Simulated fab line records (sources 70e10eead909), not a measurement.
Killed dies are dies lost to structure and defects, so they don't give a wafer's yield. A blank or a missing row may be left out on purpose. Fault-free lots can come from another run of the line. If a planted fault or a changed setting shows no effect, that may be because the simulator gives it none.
fab line records	flow nand_harc
[record] lots = 24	wafers = 72	last_day = 24
route steps=1159 shown A_SLIT@793 A_WL_FILL@810 A_CONTACT@861
lots untouched by any fault: they come from a run of this same line in which no faults occurred
start_h: hours from the record's opening day to when the first of the lot's shown wafers began	wait_h: hours elapsed since this lot's preceding step	" the same as in the row above	L1.1+2: a row that stands for several wafers	- no value, or no start given	* or withheld: withheld	< > ~ a bound
route shown NAME@n: NAME is a module with steps in the file, n the number in the route of the first one	usual: the fault-free wafers' mean and standard deviation	same: alike in all rows	chamber/n: place in a boat	sites: each site's reading	_std_site: the values' standard deviation	_edge_site: the outer-site mean with the inner-site mean subtracted	radius_mm: for every site, how far away it sits from the centre of the wafer	mask NAME#n: copy n	behind: the most recent tool/chamber to have shaped the wafer	hold: the reason the lot was held/the length of the hold in hours/how it ended	device: which transistor (n, p or np) failed to switch	end of line: the route-end tests of the same wafers	a step without rows: its recipe alone	killed: not the wafer's yield, but the dies lost to structure and defects at the first sort	map: per-die view of a wafer (x killed, . not killed, _ where there is no die)
set.NAME: the run value of the setting; set.NAME@STEP: its run value at that earlier step	model.NAME: the simulator's own value behind a step, which no gauge read
route steps across a sampled set of lots; one table per step, one row per wafer
services: a tool's chamber out of use, with start hour (start_h, from the record's first day; less than 0 if before it), hours out, and reason
[[steps]]
[step NHARC_A_SLIT_DESCUM_14]
[recipe] time_s = 3	o2_flow_sccm = 200	ar_flow_sccm = 0	bias_power_w = 0	chemistry = O2
[usual] drypump_motor_current_A = 5.6/0.49	oes_product_au = 1.002/0.0093	rf_vpp_V = 57.8/0.76	showerhead_plenum_p_Torr = 1.90/0.065	throttle_valve_pct = 11.309/0.0077
[same] bias_power_w = 0
lot.wafer	tool	chamber	start_h	wait_h	drypump_motor_current_A	oes_product_au	rf_hours_counter_h	rf_vpp_V	showerhead_plenum_p_Torr	throttle_valve_pct
L075.1	rie_diel-03	0	325.02	0.1	5.3	1.014	6	56.9	1.94	11.308
L075.4	"	2	"	"	5.0	1.004	6	57.3	1.79	11.321
L075.6	"	0	"	"	5.3	1.008	-	58.6	1.94	11.312
L074.2	rie_diel-01	3	325.32	0.1	5.6	1.001	0	58.2	1.86	11.303
L074.1	"	0	"	"	5.2	1.009	0	57.7	1.95	11.314
L074.4	"	1	"	"	5.5	0.992	0	57.6	1.83	11.306
L077.4	rie_diel-01	1	330.41	0.1	5.5	0.997	1	57.4	1.83	11.305
L077.5	"	3	"	"	5.6	1.007	-	58.4	1.86	11.299
L077.6	"	0	"	"	5.1	1.008	-	57.9	1.95	11.305
L078.2	rie_diel-10	0	336.97	0.1	5.4	0.996	11	58.1	1.89	11.318
L078.4	"	2	"	"	5.9	0.989	11	58.0	1.93	11.323
L078.6	"	0	"	"	5.4	1.002	-	58.7	1.89	11.303
L079.3	rie_diel-03	3	337.61	0.1	5.7	1.001	7	57.6	1.86	11.318
L079.4	"	1	"	"	5.9	0.995	6	56.9	1.79	11.310
L079.5	"	3	"	"	5.7	0.994	-	57.3	1.86	11.308
L076.4	rie_diel-10	1	339.15	0.1	5.1	1.015	10	56.2	2.04	11.320
L076.1	"	0	"	"	5.4	0.997	11	58.2	1.89	11.295
L076.6	"	1	"	"	5.1	1.003	-	58.2	2.04	11.321
L080.4	rie_diel-01	1	348.84	0.1	5.5	0.989	2	59.0	1.83	11.309
L080.3	"	3	"	"	5.5	1.000	2	57.4	1.86	11.316
L080.6	"	2	"	"	6.6	1.007	-	59.6	1.91	11.305
L083.4	rie_diel-03	3	360.42	0.1	5.7	1.004	9	57.0	1.86	11.317
L083.3	"	0	"	"	5.3	0.996	8	58.5	1.94	11.304
L083.5	"	3	"	"	5.7	1.019	-	57.3	1.86	11.303
L081.1	rie_diel-01	2	360.72	0.1	6.6	1.001	3	56.2	1.91	11.316
L081.4	"	0	"	"	5.2	1.008	3	56.9	1.95	11.304
L081.5	"	3	"	"	5.5	1.013	-	57.8	1.86	11.308
L082.1	rie_diel-01	2	368.61	0.1	6.6	0.999	3	58.9	1.91	11.318
L082.6	"	3	"	"	5.5	1.011	-	55.9	1.86	11.300
L082.5	"	0	"	"	5.2	1.006	-	58.3	1.95	11.309
L085.2	rie_diel-10	0	381.81	0.1	5.4	1.023	1	57.1	1.89	11.307
L085.4	"	1	"	"	5.2	1.018	1	58.8	2.04	11.301
L085.6	"	0	"	"	5.4	1.015	-	56.9	1.89	11.294
L084.1	rie_diel-01	0	382.35	0.1	5.1	1.017	5	57.7	1.95	11.314
L084.4	"	1	"	"	5.5	0.993	-	57.7	1.83	11.306
L084.5	"	0	"	"	5.1	1.014	-	57.9	1.95	11.307
L087.2	rie_diel-10	0	393.20	0.1	5.4	1.002	2	56.4	1.89	11.313
L087.5	"	3	"	"	6.3	0.986	-	57.2	1.91	11.296
L087.6	"	0	"	"	5.4	0.995	-	57.6	1.89	11.324
L086.2	rie_diel-01	2	393.57	0.1	6.6	1.003	6	56.5	1.91	11.317
L086.6	"	1	"	"	5.5	0.993	-	58.0	1.83	11.320
L086.5	"	2	"	"	6.6	0.984	-	58.1	1.91	11.331
L089.4	rie_diel-10	1	410.95	0.1	5.1	1.007	3	56.9	2.03	11.306
L089.1	"	2	"	"	5.9	1.009	2	59.2	1.93	11.320
L089.5	"	1	"	"	5.1	1.012	-	58.5	2.04	11.309
L090.2	rie_diel-01	0	411.10	0.1	5.2	1.008	8	57.0	1.95	11.313
L090.1	"	3	"	"	5.5	1.005	7	56.7	1.86	11.312
L090.5	"	1	"	"	5.5	1.000	-	58.6	1.83	11.300
L088.2	rie_diel-10	1	426.36	0.1	5.2	1.010	4	57.4	2.03	11.315
L088.4	"	0	"	"	5.4	1.005	4	57.9	1.89	11.319
L088.5	"	1	"	"	5.1	1.008	-	58.0	2.03	11.299
L093.3	rie_diel-03	1	427.20	0.1	5.9	1.017	1	58.4	1.79	11.309
L093.6	"	1	"	"	6.0	1.015	-	56.7	1.79	11.317
L093.5	"	2	"	"	5.0	0.989	-	56.9	1.78	11.321
L091.3	rie_diel-10	2	428.22	0.1	5.9	1.004	3	57.2	1.93	11.296
L091.4	"	3	"	"	6.3	0.994	4	59.2	1.91	11.301
L091.5	"	0	"	"	5.4	1.008	-	58.9	1.89	11.309
L092.4	rie_diel-01	0	429.23	0.1	5.1	1.015	8	57.5	1.95	11.310
L092.3	"	1	"	"	5.6	1.001	8	58.0	1.83	11.315
L092.6	"	0	"	"	5.2	1.011	-	58.2	1.95	11.293
L095.3	rie_diel-01	2	445.23	0.1	6.6	0.997	10	58.4	1.91	11.303
L095.4	"	0	"	"	5.2	1.010	10	58.2	1.95	11.311
L095.6	"	1	"	"	5.5	1.005	-	57.3	1.83	11.312
L096.4	rie_diel-03	2	445.96	0.1	5.0	0.989	4	57.3	1.78	11.310
L096.3	"	1	"	"	5.9	1.015	3	57.2	1.79	11.304
L096.5	"	3	"	"	5.7	1.019	-	57.5	1.86	11.321
L094.2	rie_diel-10	1	446.12	0.1	5.2	1.002	5	58.5	2.03	11.307
L094.3	"	2	"	"	5.9	0.995	4	58.0	1.93	11.299
L094.4	"	0	"	"	5.4	1.010	6	58.2	1.89	11.318
L097.3	rie_diel-01	1	457.75	0.1	5.5	1.008	12	56.8	1.83	11.304
L097.5	"	1	"	"	5.5	1.010	-	56.9	1.83	11.309
L097.6	"	2	"	"	6.6	0.997	-	57.9	1.91	11.316
[step NHARC_A_WL_FILL_RTA_01]
[recipe] temp_c = 1000	time_s = 5
[usual] lamp_power_pct = 34.8/1.2	wafer_temp_C_max = 1005.7/1.9
lot.wafer	tool	chamber	start_h	wait_h	lamp_power_pct	wafer_temp_C_max
L074.1	rtp_anneal-01	0	337.90	-	33.4	1003.9
L074.2	"	0	"	"	33.3	1004.8
L074.4	"	0	"	"	33.3	1005.1
L075.1	rtp_anneal-01	0	338.06	-	33.3	1002.5
L075.4	"	0	"	"	33.4	1003.0
L075.6	"	0	"	"	33.3	1003.0
L077.4	rtp_anneal-01	0	341.92	-	33.4	1004.1
L077.5	"	0	"	"	33.3	1005.6
L077.6	"	0	"	"	33.4	1002.7
L079.3	rtp_anneal-02	0	348.41	-	35.8	1010.4
L079.4	"	0	"	"	35.8	1006.7
L079.5	"	0	"	"	35.8	1009.8
L078.2	rtp_anneal-01	0	348.51	-	33.4	1004.6
L078.4	"	0	"	"	33.4	1004.7
L078.6	"	0	"	"	33.4	1003.9
L076.1	rtp_anneal-02	0	348.53	-	35.8	1005.5
L076.4	"	0	"	"	35.8	1005.1
L076.6	"	0	"	"	35.8	1008.7
L080.3	rtp_anneal-02	0	361.64	-	35.8	1007.2
L080.4	"	0	"	"	35.7	1004.6
L080.6	"	0	"	"	35.8	1004.2
L083.3	rtp_anneal-02	0	371.86	-	35.8	1007.9
L083.4	"	0	"	"	35.8	1005.6
L083.5	"	0	"	"	35.8	1006.9
L081.1	rtp_anneal-02	0	371.97	-	35.8	1004.1
L081.4	"	0	"	"	35.8	1007.5
L081.5	"	0	"	"	35.8	1007.5
L082.1	rtp_anneal-02	0	380.00	-	35.8	1005.3
L082.5	"	0	"	"	35.8	1007.8
L082.6	"	0	"	"	35.7	1005.3
L084.1	rtp_anneal-01	0	395.49	-	33.3	1002.9
L084.4	"	0	"	"	33.3	1003.2
L084.5	"	0	"	"	33.4	1003.0
L085.2	rtp_anneal-02	0	395.51	-	35.7	1006.7
L085.4	"	0	"	"	35.9	1007.9
L085.6	"	0	"	"	35.7	1005.0
L086.2	rtp_anneal-01	0	404.83	-	33.3	1003.5
L086.5	"	0	"	"	33.3	1004.0
L086.6	"	0	"	"	33.3	1002.9
L087.2	rtp_anneal-01	0	405.00	-	33.3	1003.9
L087.5	"	0	"	"	33.4	1003.8
L087.6	"	0	"	"	33.4	1003.7
L089.1	rtp_anneal-02	0	422.57	-	35.8	1005.5
L089.4	"	0	"	"	35.8	1004.5
L089.5	"	0	"	"	35.7	1006.4
L090.1	rtp_anneal-02	0	422.91	-	35.8	1007.7
L090.2	"	0	"	"	35.8	1006.1
L090.5	"	0	"	"	35.8	1007.4
L088.2	rtp_anneal-02	0	437.78	-	35.7	1009.1
L088.4	"	0	"	"	35.8	1005.6
L088.5	"	0	"	"	35.7	1004.8
L093.3	rtp_anneal-01	0	437.78	-	33.3	1004.0
L093.5	"	0	"	"	33.3	1004.5
L093.6	"	0	"	"	33.3	1003.2
L091.3	rtp_anneal-01	0	437.95	-	33.3	1003.7
L091.4	"	0	"	"	33.4	1005.3
L091.5	"	0	"	"	33.3	1003.3
L092.3	rtp_anneal-02	0	441.13	-	35.8	1006.2
L092.4	"	0	"	"	35.8	1006.1
L092.6	"	0	"	"	35.8	1005.2
L095.3	rtp_anneal-02	0	460.88	-	35.8	1008.0
L095.4	"	0	"	"	35.8	1007.5
L095.6	"	0	"	"	35.8	1009.2
L094.2	rtp_anneal-02	0	461.02	-	35.8	1008.3
L094.3	"	0	"	"	35.8	1007.7
L094.4	"	0	"	"	35.8	1008.1
L096.3	rtp_anneal-01	0	461.04	-	33.3	1004.5
L096.4	"	0	"	"	33.3	1004.8
L096.5	"	0	"	"	33.4	1005.4
L097.3	rtp_anneal-02	0	469.32	-	35.8	1006.5
L097.5	"	0	"	"	35.7	1005.4
L097.6	"	0	"	"	35.7	1005.1
[step NHARC_A_WL_FILL_ALD_10]
[recipe] target_thk_a = 500	pulse_time_s = 10	ald_cycles = 500	temp_c = 300	material = SiO2
[usual] heater_power_w = 485/68	precursor_pulse_height_rel = 1.003/0.02
[same] pulse_time_s = 10
lot.wafer	tool	chamber	start_h	wait_h	heater_power_w	precursor_pulse_height_rel
L077.4	ald_hk-02	2	352.39	0.6	479	1.019
L077.6	"	1	353.92	2.1	399	1.002
L077.5	"	2	"	"	474	0.991
L074.4	ald_hk-01	3	352.39	0.6	573	0.993
L074.1	"	0	"	"	392	0.968
L074.2	"	1	"	"	521	0.992
L075.1	ald_hk-03	1	352.92	1.1	572	0.994
L075.4	"	2	"	"	407	1.030
L075.6	"	0	354.50	2.7	510	1.006
L079.4	ald_hk-03	2	358.23	0.0	415	0.989
L079.3	"	1	359.78	1.6	574	1.003
L079.5	"	3	360.81	2.6	485	0.976
L076.4	ald_hk-01	2	359.28	1.1	454	1.021
L076.1	"	3	"	"	591	1.026
L076.6	"	0	"	"	394	1.031
L078.4	ald_hk-02	3	360.38	2.2	476	1.012
L078.2	"	0	"	"	592	1.002
L078.6	"	2	361.89	3.7	461	1.038
L080.4	ald_hk-01	0	372.19	0.6	389	0.970
L080.3	"	2	373.23	1.6	461	1.019
L080.6	"	3	"	"	596	1.005
L083.3	ald_hk-02	1	386.18	0.0	397	1.011
L083.4	"	3	387.21	1.1	475	1.017
L083.5	"	2	388.76	2.6	485	0.970
L081.4	ald_hk-03	2	386.70	0.6	402	1.024
L081.1	"	3	"	"	479	1.014
L081.5	"	2	388.78	2.6	409	0.986
L082.1	ald_hk-03	0	393.00	0.1	503	1.005
L082.5	"	0	395.04	2.1	518	0.976
L082.6	"	1	"	"	575	1.004
L084.4	ald_hk-01	2	405.22	0.1	460	1.012
L084.1	"	1	406.75	1.6	525	0.988
L084.5	"	3	407.77	2.6	569	1.005
L085.2	ald_hk-02	3	405.45	0.3	472	1.023
L085.4	"	2	406.99	1.8	466	1.035
L085.6	"	3	"	"	480	1.004
L086.2	ald_hk-02	1	415.59	0.1	414	0.999
L086.5	"	1	417.67	2.1	395	0.984
L086.6	"	2	"	"	470	1.010
L087.2	ald_hk-03	3	417.17	1.6	466	0.991
L087.6	"	0	"	"	518	0.991
L087.5	"	1	"	"	555	1.011
L089.4	ald_hk-02	3	434.43	0.0	474	0.978
L089.1	"	2	435.96	1.6	481	0.993
L089.5	"	0	436.98	2.6	593	0.994
L090.1	ald_hk-01	1	435.48	1.1	515	0.985
L090.2	"	2	"	"	451	1.010
L090.5	"	3	"	"	573	1.004
L091.4	ald_hk-01	0	447.66	0.0	368	1.045
L091.3	"	1	"	"	504	0.997
L091.5	"	1	450.25	2.6	507	1.004
L088.2	ald_hk-03	0	448.18	0.6	499	1.041
L088.4	"	2	449.23	1.6	398	1.010
L088.5	"	3	"	"	474	0.995
L093.3	ald_hk-02	0	450.33	2.7	590	1.045
L093.6	"	0	452.40	4.8	593	0.983
L093.5	"	1	"	"	390	1.001
L092.3	ald_hk-03	1	452.26	0.0	568	0.982
L092.4	"	2	"	"	393	0.979
L092.6	"	1	454.33	2.1	550	1.008
L095.3	ald_hk-03	1	476.74	0.0	574	1.001
L095.4	"	3	477.78	1.1	473	1.000
L095.6	"	1	478.81	2.1	587	1.027
L094.4	ald_hk-01	2	476.75	0.0	458	1.009
L094.3	"	0	477.78	1.1	381	0.991
L094.2	"	1	"	"	515	0.994
L096.3	ald_hk-02	2	477.07	0.4	459	1.029
L096.4	"	0	478.11	1.4	563	0.978
L096.5	"	3	479.66	3.0	445	1.011
L097.3	ald_hk-03	0	481.24	1.1	503	1.021
L097.5	"	2	482.27	2.1	409	1.003
L097.6	"	3	"	"	473	1.016
[step NHARC_A_WL_FILL_ETCHBACK_17]
[recipe] target_depth_a = 40	time_s = 26.7	chemistry = Cl2/BCl3
[usual] drypump_motor_current_A = 5.59/0.23	oes_product_au = 1.000/0.0075
lot.wafer	tool	chamber	start_h	wait_h	drypump_motor_current_A	oes_product_au	rf_hours_counter_h
L074.1	rie_metal-02	1	356.69	-	5.45	1.006	3.8
L074.2	"	0	"	"	5.54	0.993	3.7
L074.4	"	0	"	"	5.52	0.998	-
L077.4	rie_metal-03	1	356.73	-	5.89	0.992	-
L077.5	"	0	"	"	5.72	0.997	-
L077.6	"	1	"	"	5.92	0.998	-
L075.1	rie_metal-01	1	356.75	-	5.90	1.001	1.1
L075.4	"	1	"	"	5.92	1.015	-
L075.6	"	0	"	"	5.31	1.000	-
L076.1	rie_metal-01	0	363.09	-	5.29	1.005	1.2
L076.4	"	1	"	"	5.87	0.989	-
L076.6	"	0	"	"	5.29	1.001	-
L079.4	rie_metal-02	0	363.09	-	5.53	0.991	-
L079.3	"	1	"	"	5.39	1.002	-
L079.5	"	1	"	"	5.46	0.999	-
L078.2	rie_metal-03	1	364.67	-	5.92	0.994	-
L078.4	"	1	"	"	5.94	0.995	-
L078.6	"	1	"	"	5.91	0.995	-
L080.4	rie_metal-02	0	376.55	-	5.55	0.988	-
L080.3	"	1	"	"	5.43	1.002	-
L080.6	"	1	"	"	5.43	1.012	-
L083.3	rie_metal-03	0	391.04	-	5.69	0.994	-
L083.4	"	1	"	"	5.93	1.001	-
L083.5	"	0	"	"	5.71	0.997	-
L081.1	rie_metal-01	1	391.05	-	5.89	0.996	1.9
L081.4	"	0	"	"	5.30	1.011	-
L081.5	"	0	"	"	5.31	0.995	-
L082.1	rie_metal-02	0	397.79	-	5.55	0.998	0
L082.5	"	0	"	"	5.52	0.997	-
L082.6	"	1	"	"	5.43	1.005	-
L084.1	rie_metal-01	0	410.01	-	5.27	1.005	2.4
L084.4	"	0	"	"	5.30	1.007	-
L084.5	"	0	"	"	5.28	1.005	-
L085.2	rie_metal-02	1	410.27	-	5.36	1.006	0.3
L085.4	"	1	"	"	5.42	1.010	-
L085.6	"	0	"	"	5.52	0.998	-
L086.2	rie_metal-02	1	420.45	-	5.43	1.006	0.3
L086.5	"	1	"	"	5.43	0.991	-
L086.6	"	0	"	"	5.54	0.994	-
L087.2	rie_metal-01	1	420.50	-	5.89	1.002	2.7
L087.6	"	0	"	"	5.30	1.008	-
L087.5	"	1	"	"	5.91	1.005	-
L089.1	rie_metal-03	1	439.23	-	5.92	1.002	4.4
L089.4	"	0	"	"	5.71	0.983	-
L089.5	"	1	"	"	5.91	0.998	-
L090.1	rie_metal-02	0	439.28	-	5.51	0.995	0.6
L090.2	"	1	"	"	5.40	1.016	0.6
L090.5	"	1	"	"	5.42	1.009	-
L088.2	rie_metal-01	0	452.54	-	5.29	1.003	4.7
L088.4	"	0	"	"	5.28	0.999	-
L088.5	"	1	"	"	5.88	1.001	-
L091.3	rie_metal-02	0	452.54	-	5.55	0.990	-
L091.4	"	1	"	"	5.43	1.003	-
L091.5	"	0	"	"	5.51	0.992	-
L093.3	rie_metal-02	1	455.24	-	5.40	1.016	-
L093.5	"	1	"	"	5.41	1.008	-
L093.6	"	0	"	"	5.50	0.989	-
L092.3	rie_metal-01	0	457.15	-	5.32	1.001	-
L092.4	"	1	"	"	5.87	0.998	-
L092.6	"	0	"	"	5.30	1.015	-
L094.2	rie_metal-02	1	481.59	-	5.42	1.008	2.4
L094.4	"	1	"	"	5.45	1.005	-
L094.3	"	0	"	"	5.53	0.993	-
L095.4	rie_metal-01	1	481.64	-	5.87	1.011	-
L095.3	"	0	"	"	5.30	1.006	-
L095.6	"	1	"	"	5.90	1.000	-
L096.4	rie_metal-03	0	481.94	-	5.71	0.995	-
L096.3	"	1	"	"	5.92	0.993	-
L096.5	"	1	"	"	5.92	0.993	-
L097.3	rie_metal-01	1	485.10	-	5.89	0.987	-
L097.5	"	0	"	"	5.30	0.998	-
L097.6	"	1	"	"	5.88	0.993	-
[step NHARC_A_CONTACT_ETCH_51]
[recipe] target_depth_a = 36000	over_etch_frac = 0.3	time_s = 936	ion_energy_ev = 150	o2_flow_sccm = 400	cos_flow_sccm = 20	ar_flow_sccm = 0	rf_w = 500	bias_w = 300	chemistry = O2/COS
[usual] drypump_motor_current_A = 5.6/0.42	oes_product_au = 0.998/0.0086	rf_vpp_V = 314.8/2	showerhead_plenum_p_Torr = 3.16/0.12	throttle_valve_pct = 28.330/0.0087
lot.wafer	tool	chamber	start_h	wait_h	drypump_motor_current_A	oes_product_au	rf_hours_counter_h	rf_vpp_V	showerhead_plenum_p_Torr	throttle_valve_pct
L077.4	rie_diel-09	0	-	-	4.8	1.000	-	313.2	3.09	28.338
L077.6	"	1	"	"	5.7	1.006	-	314.1	3.16	28.315
L077.5	"	2	"	"	6.2	1.004	-	316.1	3.17	28.324
L074.1	rie_diel-11	3	-	-	5.6	1.000	1	315.5	3.32	28.338
L074.4	"	1	"	"	5.7	0.997	1	315.0	3.23	28.327
L074.2	"	2	"	"	5.4	0.992	1	315.8	3.24	28.332
L075.4	rie_diel-09	1	-	-	5.7	1.006	44	313.7	3.16	28.324
L075.1	"	3	"	"	6.4	0.984	38	314.2	3.16	28.350
L075.6	"	1	"	"	5.8	1.006	-	315.1	3.16	28.346
L079.3	rie_diel-11	0	-	-	5.1	0.994	2	311.3	2.94	28.339
L079.4	"	2	"	"	5.4	0.979	2	315.3	3.24	28.312
L079.5	"	0	"	"	5.1	1.002	-	311.0	2.94	28.320
L076.4	rie_diel-06	2	-	-	5.0	1.021	52	316.0	3.17	28.346
L076.1	"	3	"	"	6.1	1.008	47	315.7	3.15	28.331
L076.6	"	2	"	"	5.0	1.012	-	313.5	3.17	28.336
L078.4	rie_diel-11	2	-	-	5.4	0.995	3	315.7	3.24	28.347
L078.2	"	3	"	"	5.6	0.991	4	315.9	3.31	28.332
L078.6	"	2	"	"	5.4	0.994	-	317.2	3.24	28.330
L080.3	rie_diel-11	0	-	-	5.1	0.991	6	310.9	2.94	28.335
L080.4	"	2	"	"	5.4	0.995	7	315.8	3.23	28.348
L080.6	"	3	"	"	5.6	0.992	-	315.3	3.31	28.337
L081.4	rie_diel-09	3	-	-	6.3	1.000	50	314.6	3.15	28.318
L081.1	"	1	"	"	5.8	1.011	56	314.6	3.15	28.344
L081.5	"	3	"	"	6.4	0.995	-	316.0	3.15	28.334
L083.4	rie_diel-11	2	-	-	5.4	0.984	9	315.2	3.23	28.313
L083.3	"	0	"	"	5.1	0.999	9	312.3	2.94	28.328
L083.5	"	2	"	"	5.4	0.995	-	315.3	3.23	28.343
L082.1	rie_diel-11	3	-	-	5.6	0.998	10	316.9	3.31	28.324
L082.6	"	1	"	"	5.8	1.005	-	315.2	3.23	28.316
L082.5	"	2	"	"	5.4	0.990	-	316.0	3.23	28.341
L085.2	rie_diel-09	3	-	-	6.3	0.994	58	314.9	3.15	28.336
L085.4	"	1	"	"	5.8	1.004	63	314.2	3.15	28.333
L085.6	"	2	"	"	6.2	1.008	-	316.2	3.16	28.336
L084.4	rie_diel-11	0	-	-	5.2	1.006	13	311.2	2.94	28.331
L084.1	"	2	"	"	5.4	0.990	13	316.1	3.23	28.339
L084.5	"	0	"	"	5.1	1.007	-	312.1	2.94	28.338
L087.2	rie_diel-11	2	-	-	5.4	1.002	15	315.3	3.23	28.322
L087.5	"	1	"	"	5.7	1.010	-	314.7	3.23	28.321
L087.6	"	2	"	"	5.4	0.996	-	317.0	3.23	28.317
L086.2	rie_diel-11	3	-	-	5.6	1.001	15	317.1	3.31	28.343
L086.5	"	0	"	"	5.1	1.011	-	312.5	2.94	28.326
L086.6	"	1	"	"	5.7	0.995	-	316.4	3.23	28.328
L090.2	rie_diel-11	1	-	-	5.8	1.007	18	317.0	3.23	28.334
L090.1	"	2	"	"	5.4	1.006	18	315.8	3.23	28.332
L090.5	"	0	"	"	5.1	1.001	-	312.1	2.94	28.333
L089.1	rie_diel-06	3	-	-	6.1	1.007	13	315.1	3.13	28.331
L089.4	"	2	"	"	5.0	1.008	15	314.9	3.16	28.325
L089.5	"	3	"	"	6.1	0.995	-	314.9	3.13	28.349
L088.2	rie_diel-06	0	-	-	5.6	0.978	19	319.0	3.36	28.334
L088.4	"	1	"	"	6.0	0.978	21	311.8	2.99	28.345
L088.5	"	0	"	"	5.7	0.989	-	316.2	3.36	28.322
L091.3	rie_diel-11	3	-	-	5.6	1.011	19	315.9	3.31	28.330
L091.4	"	0	"	"	5.1	1.017	20	310.8	2.94	28.332
L091.5	"	3	"	"	5.6	1.002	-	317.2	3.31	28.337
L093.3	rie_diel-09	1	-	-	5.8	0.992	14	314.1	3.14	28.342
L093.6	"	3	"	"	6.4	0.991	-	314.4	3.15	28.322
L093.5	"	0	"	"	4.8	0.997	-	311.5	3.07	28.318
L092.3	rie_diel-11	1	-	-	5.7	0.999	21	315.7	3.22	28.316
L092.4	"	0	"	"	5.1	0.989	22	311.4	2.93	28.337
L092.6	"	1	"	"	5.7	0.999	-	316.9	3.22	28.334
L096.3	rie_diel-09	1	-	-	5.8	0.996	19	313.8	3.14	28.329
L096.4	"	2	"	"	6.2	0.999	19	314.6	3.15	28.329
L096.5	"	0	"	"	4.8	0.988	-	312.9	3.07	28.316
L094.4	rie_diel-06	0	-	-	5.7	0.983	26	316.9	3.36	28.322
L094.2	"	2	"	"	5.0	1.001	26	315.7	3.15	28.315
L094.3	"	3	"	"	6.1	0.993	25	313.6	3.13	28.327
L095.4	rie_diel-06	2	-	-	5.0	1.005	26	314.9	3.15	28.324
L095.3	"	1	"	"	6.0	0.979	28	313.3	2.99	28.336
L095.6	"	2	"	"	5.0	0.996	-	314.0	3.15	28.336
L097.3	rie_diel-11	2	-	-	5.4	0.995	25	316.7	3.23	28.313
L097.6	"	1	"	"	5.8	1.001	-	315.2	3.22	28.328
L097.5	"	2	"	"	5.4	0.998	-	315.0	3.23	28.332
[step NHARC_A_CONTACT_ETCH_117]
[recipe] source_w = withheld	pressure_mtorr = 20	bias_v = 3000	time_s = 94	target_depth_a = 9220	ar_flow_sccm = withheld	c4f8_flow_sccm = withheld	o2_flow_sccm = withheld	chemistry = C4F8/O2/Ar
lot.wafer	tool	chamber	start_h	wait_h	rf_hours_counter_h
L077.4	har_cap_etch-03	1	375.40	0.1	-
L077.6	"	1	"	"	-
L077.5	"	0	"	"	-
L074.2	har_cap_etch-01	1	379.40	0.1	58
L074.1	"	0	"	"	58
L074.4	"	0	"	"	-
L075.1	har_cap_etch-02	1	381.85	0.1	11
L075.4	"	1	"	"	-
L075.6	"	1	"	"	-
L079.3	har_cap_etch-01	0	383.32	0.1	-
L079.4	"	1	"	"	-
L079.5	"	0	"	"	-
L076.1	har_cap_etch-01	1	386.29	0.1	61
L076.4	"	0	"	"	-
L076.6	"	0	"	"	-
L078.2	har_cap_etch-03	1	388.67	0.1	84
L078.4	"	1	"	"	-
L078.6	"	1	"	"	-
L080.3	har_cap_etch-03	1	398.49	0.1	-
L080.4	"	0	"	"	-
L080.6	"	0	"	"	-
L081.1	har_cap_etch-01	1	410.41	0.1	67
L081.4	"	0	"	"	-
L081.5	"	0	"	"	-
L083.3	har_cap_etch-03	1	410.73	0.1	-
L083.4	"	0	"	"	-
L083.5	"	1	"	"	-
L082.1	har_cap_etch-01	1	415.78	0.1	68
L082.5	"	1	"	"	-
L082.6	"	0	"	"	-
L085.2	har_cap_etch-01	1	427.36	0.1	70
L085.4	"	0	"	"	-
L085.6	"	1	"	"	-
L084.1	har_cap_etch-03	0	427.67	0.1	94
L084.4	"	0	"	"	-
L084.5	"	0	"	"	-
L087.2	har_cap_etch-02	0	437.77	0.1	20
L087.6	"	1	"	"	-
L087.5	"	0	"	"	-
L086.2	har_cap_etch-01	0	438.84	0.1	73
L086.6	"	1	"	"	-
L086.5	"	0	"	"	-
L090.1	har_cap_etch-03	1	458.00	0.1	99
L090.2	"	0	"	"	99
L090.5	"	1	"	"	-
L089.1	har_cap_etch-02	1	458.32	0.1	23
L089.4	"	0	"	"	-
L089.5	"	0	"	"	-
L088.2	har_cap_etch-02	0	469.59	0.1	24
L088.4	"	1	"	"	-
L088.5	"	1	"	"	-
L091.3	har_cap_etch-01	1	470.73	0.1	-
L091.4	"	0	"	"	-
L091.5	"	1	"	"	-
L093.3	har_cap_etch-01	0	475.05	0.1	-
L093.6	"	0	"	"	-
L093.5	"	1	"	"	-
L092.4	har_cap_etch-03	1	475.83	0.1	-
L092.3	"	0	"	"	-
L092.6	"	1	"	"	-
L096.4	har_cap_etch-03	0	499.02	0.1	-
L096.3	"	1	"	"	-
L096.5	"	0	"	"	-
L094.2	har_cap_etch-02	1	500.33	0.1	29
L094.3	"	0	"	"	-
L094.4	"	1	"	"	-
L095.4	har_cap_etch-01	1	503.56	0.1	-
L095.3	"	0	"	"	-
L095.6	"	0	"	"	-
L097.3	har_cap_etch-03	1	505.44	0.1	-
L097.6	"	1	"	"	-
L097.5	"	0	"	"	-
[[services]]
tool	chamber	start_h	hours	kind
rie_diel-01	0	304.14	4.4	repair
rie_diel-10	1	308.08	15.5	repair
rie_diel-11	3	312.51	3.4	repair
rie_diel-01	-	314.80	9.0	pm
ald_hk-03	-	322.75	10.0	pm
rie_diel-10	-	329.36	0.2	repair
har_cap_etch-01	-	330.85	0.2	repair
rie_metal-01	-	332.00	9.0	pm
ald_hk-02	-	335.07	2.5	repair
rie_diel-10	-	353.50	9.0	pm
rie_diel-11	-	366.55	9.0	pm
rie_diel-10	1	370.58	2.2	repair
rie_diel-10	2	371.28	6.9	repair
rie_diel-01	3	382.26	3.8	repair
rie_metal-02	-	388.00	9.0	pm
rie_diel-01	0	395.84	10.0	repair
rie_diel-01	-	399.08	0.2	repair
ald_hk-03	-	404.76	2.3	repair
rie_metal-01	1	422.97	19.5	repair
rie_metal-02	0	456.99	16.7	repair
ald_hk-02	-	462.94	10.0	pm
har_cap_etch-01	-	481.55	1.8	repair
rie_diel-01	-	491.80	9.0	pm
ald_hk-03	-	500.75	10.0	pm
[[key]]
fault none
